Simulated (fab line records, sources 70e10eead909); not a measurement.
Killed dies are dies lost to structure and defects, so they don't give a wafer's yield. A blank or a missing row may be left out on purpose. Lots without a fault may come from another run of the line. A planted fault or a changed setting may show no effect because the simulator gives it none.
fab line records | flow nand_harc | part 1 of 2: steps 1 to 4 of 6
record lots=24 wafers=72 last_day=33
route steps=1302 shown A_ONON_D2@563 A_CHANNEL_HOLE_D2@570
lots that met no fault: from a run of the same line without faults
start_h: hours from the record's first day to the start of the lot's first wafer shown | wait_h: hours since the lot's step before | " the same as in the row above | L1.1+2: a row that stands for several wafers | - no value, or no start given | * or withheld: withheld | < > ~ a bound
route shown NAME@n: a module of which the file shows steps, and the number in the route of the first | usual: mean/standard deviation of fault-free wafers | same: alike in all rows | chamber/n: place in a boat | sites: the reading at each site | _std_site: their standard deviation | _edge_site: outer sites' mean less inner sites' | radius_mm: how far each site lies from the wafer's centre | mask NAME#n: copy n | behind: the tool/chamber that last shaped the wafer | hold: why the lot was held/for how many hours/how that ended | device: the transistor (n, p or np) that didn't switch | end of line: the same wafers' tests at the end of the route | a step without rows: its recipe alone | killed: dies lost to structure and defects at the first sort, not the wafer's yield | map: a wafer's dies, x killed, . not, _ none there
set.NAME: the setting as run; set.NAME@STEP: as run at that earlier step | model.NAME: the simulator's own value behind a step, which no gauge read
steps of the route over a sample of lots; a table a step, a row a wafer
services: from which hour (start_h, from the record's first day; less than 0 if before it) a tool's chamber was out of use, for how many hours, and why
## steps
# step NHARC_A_ONON_D2_THK_MEAS_27
# recipe thk_meas_gauge=ellipsometry
# usual thk_nm=1000/6.8
# columns lot.wafer tool chamber start_h wait_h thk_nm
L074.1 film_metro-02 - 291.81 - 999
L074.4 " - " " 999
L074.5 " - " " 999
L075.1 film_metro-02 - 296.68 - 993
L075.4 " - " " 994
L075.5 " - " " 994
L076.1 film_metro-02 - 323.07 - 987
L076.3 " - " " 986
L076.5 " - " " 989
L078.2 film_metro-01 - 323.10 - 984
L078.3 " - " " 985
L078.4 " - " " 985
L077.1 film_metro-02 - 323.42 - 1009
L077.3 " - " " 1009
L077.4 " - " " 1010
L079.1 film_metro-02 - 335.51 - 1001
L079.4 " - " " 1002
L079.6 " - " " 1002
L080.2 film_metro-01 - 344.89 - 994
L080.4 " - " " 994
L080.6 " - " " 993
L081.2 film_metro-02 - 344.90 - 1006
L081.3 " - " " 1009
L081.6 " - " " 1009
L084.1 film_metro-02 - 367.96 - 999
L084.2 " - " " 996
L084.6 " - " " 998
L082.2 film_metro-01 - 368.11 - 1007
L082.5 " - " " 1007
L082.6 " - " " 1007
L083.2 film_metro-01 - 368.32 - 1003
L083.3 " - " " 1006
L083.4 " - " " 1005
L086.2 film_metro-02 - 408.98 - 1002
L086.4 " - " " 1001
L086.6 " - " " 1002
L085.1 film_metro-01 - 408.99 - 1004
L085.3 " - " " 1005
L085.6 " - " " 1005
L087.2 film_metro-02 - 423.95 - 1001
L087.4 " - " " 1000
L087.5 " - " " 998
L088.2 film_metro-01 - 433.52 - 993
L088.3 " - " " 993
L088.5 " - " " 995
L089.2 film_metro-01 - 433.59 - 998
L089.3 " - " " 997
L089.4 " - " " 998
L091.2 film_metro-02 - 447.19 - 991
L091.3 " - " " 991
L091.6 " - " " 992
L090.2 film_metro-01 - 447.22 - 1005
L090.3 " - " " 1005
L090.6 " - " " 1003
L093.1 film_metro-02 - 463.02 - 1005
L093.4 " - " " 1005
L093.5 " - " " 1006
L092.3 film_metro-01 - 463.36 - 998
L092.5 " - " " 998
L092.6 " - " " 999
L095.1 film_metro-02 - 491.23 - 1014
L095.2 " - " " 1012
L095.3 " - " " 1011
L094.4 film_metro-01 - 491.26 - 1007
L094.5 " - " " 1006
L094.6 " - " " 1008
L096.1 film_metro-02 - 498.46 - 1006
L096.2 " - " " 1004
L096.6 " - " " 1005
L097.1 film_metro-02 - 520.19 - 1001
L097.3 " - " " 999
L097.5 " - " " 1000
# step NHARC_A_CHANNEL_HOLE_D2_DEP_00
# recipe target_thk_a=31000 temp_c=400 material=aC
# usual throttle_valve_pct=35.000/0.0094
# columns lot.wafer tool chamber start_h wait_h throttle_valve_pct
L074.1 acl_dep-03 0 292.98 0.1 35.001
L074.4 " 0 " " 35.009
L074.5 " 0 " " 35.021
L075.1 acl_dep-03 0 298.13 0.3 35.011
L075.4 " 0 " " 34.996
L075.5 " 0 " " 35.000
L076.1 acl_dep-03 0 324.26 0.1 35.000
L076.3 " 0 " " 34.990
L076.5 " 0 " " 35.001
L077.1 acl_dep-02 0 324.59 0.1 34.994
L077.3 " 0 " " 35.003
L077.4 " 0 " " 34.981
L078.2 acl_dep-01 0 324.85 0.4 34.985
L078.3 " 0 " " 34.999
L078.4 " 0 " " 35.000
L079.1 acl_dep-01 0 336.70 0.1 34.998
L079.4 " 0 " " 35.009
L079.6 " 0 " " 35.009
L081.2 acl_dep-03 0 346.38 0.4 34.998
L081.3 " 0 " " 34.997
L081.6 " 0 " " 35.009
L080.2 acl_dep-02 0 346.92 0.9 35.007
L080.4 " 0 " " 34.990
L080.6 " 0 " " 34.995
L084.1 acl_dep-03 0 375.04 5.9 35.005
L084.2 " 0 " " 35.010
L084.6 " 0 376.62 7.5 35.036
L082.2 acl_dep-02 0 377.17 7.9 35.002
L082.5 " 0 " " 34.998
L082.6 " 0 " " 35.000
L083.2 acl_dep-03 0 377.26 7.7 34.996
L083.3 " 0 " " 35.009
L083.4 " 0 " " 35.001
L085.1 acl_dep-03 0 412.50 2.4 35.010
L085.3 " 0 " " 35.007
L085.6 " 0 " " 34.992
L086.2 acl_dep-01 0 412.89 2.8 34.995
L086.4 " 0 " " 35.005
L086.6 " 0 " " 34.987
L087.2 acl_dep-01 0 425.74 0.7 34.991
L087.4 " 0 " " 35.001
L087.5 " 0 " " 34.990
L088.2 acl_dep-03 0 435.02 0.4 35.007
L088.3 " 0 " " 34.991
L088.5 " 0 " " 34.994
L089.2 acl_dep-01 0 435.10 0.4 35.009
L089.3 " 0 " " 35.004
L089.4 " 0 " " 34.995
L091.2 acl_dep-02 0 448.70 0.4 35.001
L091.3 " 0 " " 34.976
L091.6 " 0 " " 34.996
L090.2 acl_dep-02 0 450.62 2.3 35.017
L090.3 " 0 " " 35.005
L090.6 " 0 " " 35.008
L093.1 acl_dep-03 0 464.32 0.2 34.991
L093.4 " 0 " " 35.002
L093.5 " 0 " " 34.996
L092.3 acl_dep-01 0 465.75 1.3 34.996
L092.5 " 0 " " 35.011
L092.6 " 0 " " 35.008
L095.1 acl_dep-01 0 494.57 2.2 34.994
L095.2 " 0 " " 35.004
L095.3 " 0 " " 35.000
L094.4 acl_dep-02 0 495.56 3.2 35.009
L094.5 " 0 " " 34.990
L094.6 " 0 " " 34.986
L096.1 acl_dep-01 0 502.25 2.7 35.009
L096.2 " 0 " " 34.994
L096.6 " 0 503.83 4.3 34.979
L097.1 acl_dep-02 0 521.67 0.4 34.997
L097.3 " 0 " " 34.982
L097.5 " 0 " " 35.015
# step NHARC_A_CHANNEL_HOLE_D2_ETCH_38
# recipe target_depth_a=390 over_etch_frac=0.3 time_s=65 ion_energy_ev=80 cf4_flow_sccm=150 ar_flow_sccm=0 rf_w=300 bias_w=100 chemistry=CF4
# usual drypump_motor_current_A=5.8/0.46 oes_product_au=1.001/0.0096 rf_vpp_V=151.6/1.2 showerhead_plenum_p_Torr=1.79/0.087 throttle_valve_pct=13.285/0.0093
# columns lot.wafer tool chamber start_h wait_h drypump_motor_current_A oes_product_au rf_hours_counter_h rf_vpp_V showerhead_plenum_p_Torr throttle_valve_pct
L074.4 rie_diel-02 1 295.97 0.1 6.0 0.996 4.2 153.3 1.88 13.288
L074.1 " 2 " " 6.0 1.008 4.5 151.1 1.88 13.293
L074.5 " 1 " " 6.1 0.997 - 153.4 1.88 13.284
L075.1 rie_diel-02 3 301.02 0.1 5.9 0.994 4.4 151.4 1.86 13.294
L075.4 " 1 " " 6.1 1.003 4.8 152.2 1.88 13.301
L075.5 " 3 " " 5.9 1.008 - 150.3 1.87 13.281
L076.1 rie_diel-13 2 327.21 0.1 5.5 0.998 8.7 150.4 1.78 13.284
L076.3 " 3 " " 4.9 0.988 8.6 152.2 1.85 13.288
L076.5 " 0 " " 5.8 1.020 - 149.9 1.70 13.292
L078.3 rie_diel-02 2 327.42 0.1 6.0 0.994 6.2 151.2 1.88 13.291
L078.2 " 3 " " 5.9 0.998 5.6 151.9 1.86 13.301
L078.4 " 1 " " 6.0 0.994 6.1 152.7 1.88 13.293
L077.3 rie_diel-04 2 327.57 0.1 6.8 0.996 8.1 149.6 1.67 13.279
L077.4 " 3 " " 5.9 0.996 9.1 151.3 1.73 13.291
L077.1 " 1 " " 5.7 0.998 8.6 151.5 1.79 13.281
L079.4 rie_diel-13 3 339.61 0.1 4.8 0.992 9.5 153.1 1.85 13.277
L079.1 " 0 " " 5.8 1.010 10.2 150.0 1.70 13.287
L079.6 " 3 " " 4.8 0.994 - 152.2 1.85 13.300
L081.3 rie_diel-04 1 348.96 0.1 5.8 0.999 10.2 151.6 1.79 13.277
L081.2 " 2 " " 6.8 1.014 9.2 150.4 1.67 13.278
L081.6 " 1 " " 5.7 0.991 - 151.6 1.79 13.279
L080.4 rie_diel-02 1 349.52 0.1 6.1 1.012 7.3 152.4 1.88 13.298
L080.2 " 3 " " 6.0 0.989 6.5 152.9 1.86 13.285
L080.6 " 1 " " 6.1 1.003 - 152.8 1.88 13.296
L084.2 rie_diel-02 2 378.05 0.1 6.1 0.998 8.2 153.5 1.88 13.293
L084.1 " 3 " " 5.9 1.002 7.5 154.3 1.86 13.282
L084.6 " 1 " " 6.1 0.999 - 153.4 1.88 13.279
L082.2 rie_diel-04 2 379.80 0.1 6.8 0.987 0.1 151.5 1.67 13.287
L082.6 " 1 " " 5.8 0.995 - 151.8 1.79 13.278
L082.5 " 2 " " 6.8 0.980 - 150.0 1.67 13.285
L083.3 rie_diel-13 1 379.93 0.1 5.3 1.001 2.2 151.3 1.86 13.291
L083.2 " 2 " " 5.5 0.995 0.6 151.5 1.77 13.300
L083.4 " 3 " " 4.9 0.989 2.6 153.0 1.85 13.266
L085.1 rie_diel-02 0 415.55 0.1 6.0 1.028 1.0 148.8 1.65 13.280
L085.3 " 3 " " 5.9 1.009 0.3 151.0 1.86 13.288
L085.6 " 1 " " 6.0 1.017 - 151.5 1.88 13.285
L086.2 rie_diel-04 2 415.71 0.1 6.8 0.988 1.8 150.2 1.66 13.285
L086.4 " 3 " " 5.9 0.991 0.5 150.9 1.73 13.289
L086.6 " 1 " " 5.8 0.998 - 151.1 1.78 13.277
L087.4 rie_diel-13 1 428.21 0.1 5.3 1.006 5.3 152.5 1.86 13.291
L087.2 " 3 " " 4.9 1.002 4.9 150.8 1.85 13.284
L087.5 " 1 " " 5.3 1.002 - 152.3 1.86 13.303
L088.2 rie_diel-13 2 437.51 0.1 5.6 1.008 5.1 151.6 1.77 13.291
L088.3 " 0 " " 5.8 1.019 6.2 150.1 1.70 13.293
L088.5 " 2 " " 5.5 1.008 - 150.0 1.77 13.281
L089.3 rie_diel-04 3 437.70 0.1 5.9 0.985 1.4 150.8 1.73 13.279
L089.4 " 0 " " 5.4 1.003 3.2 154.0 1.88 13.282
L089.2 " 1 " " 5.7 0.991 3.4 151.1 1.78 13.267
L091.2 rie_diel-13 3 451.33 0.1 4.8 1.002 6.9 150.4 1.85 13.304
L091.3 " 0 " " 5.8 1.015 6.8 150.7 1.70 13.264
L091.6 " 3 " " 4.8 1.000 - 151.9 1.85 13.282
L090.2 rie_diel-13 2 453.22 0.1 5.5 1.017 6.6 152.4 1.77 13.298
L090.3 " 3 " " 4.8 1.020 7.5 151.4 1.85 13.266
L090.6 " 0 " " 5.8 1.023 - 151.5 1.70 13.275
L093.1 rie_diel-02 0 467.12 0.1 6.0 1.006 3.1 151.2 1.65 13.302
L093.4 " 1 " " 6.1 1.010 3.4 153.6 1.88 13.281
L093.5 " 0 " " 6.0 1.015 - 149.0 1.65 13.289
L092.3 rie_diel-13 0 468.04 0.1 5.8 1.017 8.1 150.3 1.70 13.289
L092.5 " 2 " " 5.5 1.001 - 151.3 1.77 13.275
L092.6 " 3 " " 4.9 1.008 - 153.0 1.85 13.285
L095.3 rie_diel-02 3 497.36 0.1 5.9 0.986 3.7 152.0 1.86 13.268
L095.2 " 0 " " 6.0 0.998 4.8 149.7 1.65 13.288
L095.1 " 1 " " 6.0 1.004 5.4 151.8 1.88 13.282
L094.4 rie_diel-04 0 497.61 0.1 5.4 1.008 8.1 151.5 1.88 13.286
L094.5 " 2 " " 6.8 0.978 - 151.0 1.66 13.271
L094.6 " 3 " " 5.9 0.992 - 149.5 1.73 13.284
L096.1 rie_diel-02 3 505.05 0.1 5.9 0.993 4.3 151.5 1.86 13.274
L096.2 " 0 " " 6.0 0.995 5.4 150.0 1.65 13.292
L096.6 " 1 " " 6.0 1.013 - 153.1 1.88 13.292
L097.3 rie_diel-04 0 524.57 0.1 5.3 1.005 9.5 153.6 1.88 13.279
L097.1 " 1 " " 5.8 0.994 8.7 152.7 1.78 13.290
L097.5 " 0 " " 5.4 1.007 - 153.4 1.88 13.277
# step NHARC_A_CHANNEL_HOLE_D2_ETCH_34
# recipe target_depth_a=1540 time_s=77 cf4_flow_sccm=100 chf3_flow_sccm=30 ar_flow_sccm=0 rf_w=500 bias_w=200 chemistry=CF4/CHF3
# usual drypump_motor_current_A=5.8/0.43 oes_product_au=0.954/0.021 rf_vpp_V=371.5/2.8 showerhead_plenum_p_Torr=1.60/0.077 throttle_valve_pct=16.804/0.0092
# columns lot.wafer tool chamber start_h wait_h drypump_motor_current_A oes_product_au rf_hours_counter_h rf_vpp_V showerhead_plenum_p_Torr throttle_valve_pct
L074.1 rie_diel-02 3 - - 5.9 0.980 4.1 372.9 1.66 16.801
L074.4 " 2 " " 6.1 0.966 4.6 373.5 1.68 16.824
L074.5 " 3 " " 6.0 0.975 - 373.7 1.66 16.808
L075.1 rie_diel-02 2 - - 6.0 0.934 5.1 374.7 1.68 16.810
L075.5 " 2 " " 6.1 0.926 - 374.7 1.68 16.809
L075.4 " 3 " " 5.9 0.928 - 373.5 1.66 16.809
L076.1 rie_diel-13 1 - - 5.4 0.972 9.7 373.3 1.66 16.801
L076.3 " 2 " " 5.5 0.964 8.9 370.5 1.58 16.804
L076.5 " 0 " " 5.8 0.965 - 369.4 1.51 16.814
L078.3 rie_diel-02 0 - - 6.0 0.951 5.7 368.1 1.47 16.809
L078.4 " 1 " " 6.0 0.949 6.3 373.2 1.68 16.818
L078.2 " 2 " " 6.1 0.974 6.3 373.3 1.68 16.798
L077.4 rie_diel-04 3 - - 5.9 0.960 9.3 368.3 1.54 16.795
L077.1 " 1 " " 5.7 0.975 8.7 372.0 1.59 16.797
L077.3 " 2 " " 6.8 0.967 8.2 365.8 1.48 16.809
L079.4 rie_diel-13 2 - - 5.5 0.944 9.9 371.5 1.58 16.801
L079.1 " 3 " " 4.8 0.927 9.7 373.7 1.65 16.803
L079.6 " 0 " " 5.8 0.947 - 369.5 1.51 16.803
L081.2 rie_diel-04 2 - - 6.8 0.927 9.4 365.8 1.48 16.809
L081.3 " 3 " " 5.9 0.927 10.8 367.7 1.54 16.810
L081.6 " 1 " " 5.8 0.916 - 370.8 1.59 16.800
L080.2 rie_diel-02 3 - - 5.9 0.930 6.6 374.0 1.66 16.802
L080.4 " 1 " " 6.0 0.921 7.5 373.4 1.68 16.798
L080.6 " 3 " " 5.9 0.932 - 373.4 1.66 16.787
L084.2 rie_diel-02 1 - - 6.1 0.935 8.5 373.3 1.68 16.798
L084.1 " 3 " " 5.9 0.936 7.7 373.2 1.66 16.814
L084.6 " 0 " " 6.0 0.934 - 367.1 1.47 16.803
L082.2 rie_diel-04 0 - - 5.4 0.970 0.9 373.9 1.68 16.781
L082.6 " 1 " " 5.7 0.956 - 370.6 1.59 16.798
L082.5 " 2 " " 6.8 0.952 - 368.3 1.48 16.801
L083.3 rie_diel-13 2 - - 5.5 0.957 0.7 370.1 1.58 16.809
L083.4 " 3 " " 4.9 0.957 2.8 373.4 1.65 16.798
L083.2 " 1 " " 5.3 0.965 2.3 371.5 1.66 16.809
L085.1 rie_diel-02 3 - - 5.9 0.985 0.5 373.2 1.66 16.812
L085.3 " 1 " " 6.0 0.963 1.1 372.2 1.68 16.781
L085.6 " 0 " " 6.0 0.962 - 366.1 1.46 16.801
L086.4 rie_diel-04 3 - - 6.0 0.943 0.6 368.9 1.54 16.825
L086.2 " 1 " " 5.7 0.948 2.5 370.4 1.59 16.807
L086.6 " 0 " " 5.4 0.942 - 375.0 1.68 16.810
L087.4 rie_diel-13 2 - - 5.6 0.937 3.8 370.5 1.58 16.812
L087.2 " 3 " " 4.9 0.934 5.1 372.7 1.65 16.803
L087.5 " 1 " " 5.3 0.930 - 374.2 1.66 16.797
L088.3 rie_diel-13 3 - - 4.8 0.977 6.2 373.0 1.65 16.792
L088.2 " 0 " " 5.8 0.969 6.4 369.4 1.51 16.808
L088.5 " 2 " " 5.6 0.988 - 369.8 1.58 16.797
L089.3 rie_diel-04 3 - - 5.9 0.913 1.6 369.1 1.54 16.812
L089.2 " 0 " " 5.4 0.924 3.3 375.3 1.68 16.807
L089.4 " 1 " " 5.8 0.920 3.5 372.6 1.59 16.815
L091.2 rie_diel-13 1 - - 5.3 0.956 7.6 374.6 1.66 16.821
L091.3 " 2 " " 5.5 0.958 6.1 370.5 1.58 16.802
L091.6 " 0 " " 5.9 0.975 - 367.2 1.51 16.783
L090.2 rie_diel-13 2 - - 5.5 0.957 6.8 370.5 1.58 16.796
L090.3 " 0 " " 5.9 0.986 7.3 368.4 1.51 16.799
L090.6 " 1 " " 5.4 0.975 - 374.0 1.66 16.814
L093.4 rie_diel-02 0 - - 6.0 0.967 3.3 365.4 1.46 16.810
L093.1 " 2 " " 6.0 0.981 3.2 373.8 1.68 16.812
L093.5 " 3 " " 6.0 0.973 - 373.1 1.66 16.802
L092.3 rie_diel-13 2 - - 5.5 0.968 7.4 369.3 1.58 16.812
L092.6 " 3 " " 4.9 0.961 - 371.8 1.65 16.802
L092.5 " 0 " " 5.8 0.993 - 368.1 1.51 16.782
L095.2 rie_diel-02 3 - - 6.0 0.973 3.9 373.0 1.66 16.790
L095.1 " 0 " " 6.0 0.996 4.9 366.8 1.46 16.804
L095.3 " 1 " " 6.0 0.985 5.6 374.0 1.68 16.802
L094.4 rie_diel-04 1 - - 5.7 0.953 7.3 370.4 1.59 16.807
L094.5 " 0 " " 5.4 0.974 - 373.4 1.67 16.789
L094.6 " 1 " " 5.7 0.957 - 371.1 1.59 16.815
L096.1 rie_diel-02 2 - - 6.1 0.965 5.9 374.5 1.68 16.817
L096.2 " 0 " " 6.0 0.965 5.6 367.8 1.46 16.810
L096.6 " 2 " " 6.1 0.972 - 373.9 1.68 16.801
L097.3 rie_diel-04 3 - - 5.9 0.950 7.9 369.9 1.54 16.800
L097.1 " 0 " " 5.3 0.932 9.6 374.3 1.67 16.799
L097.5 " 3 " " 5.9 0.952 - 369.4 1.53 16.812
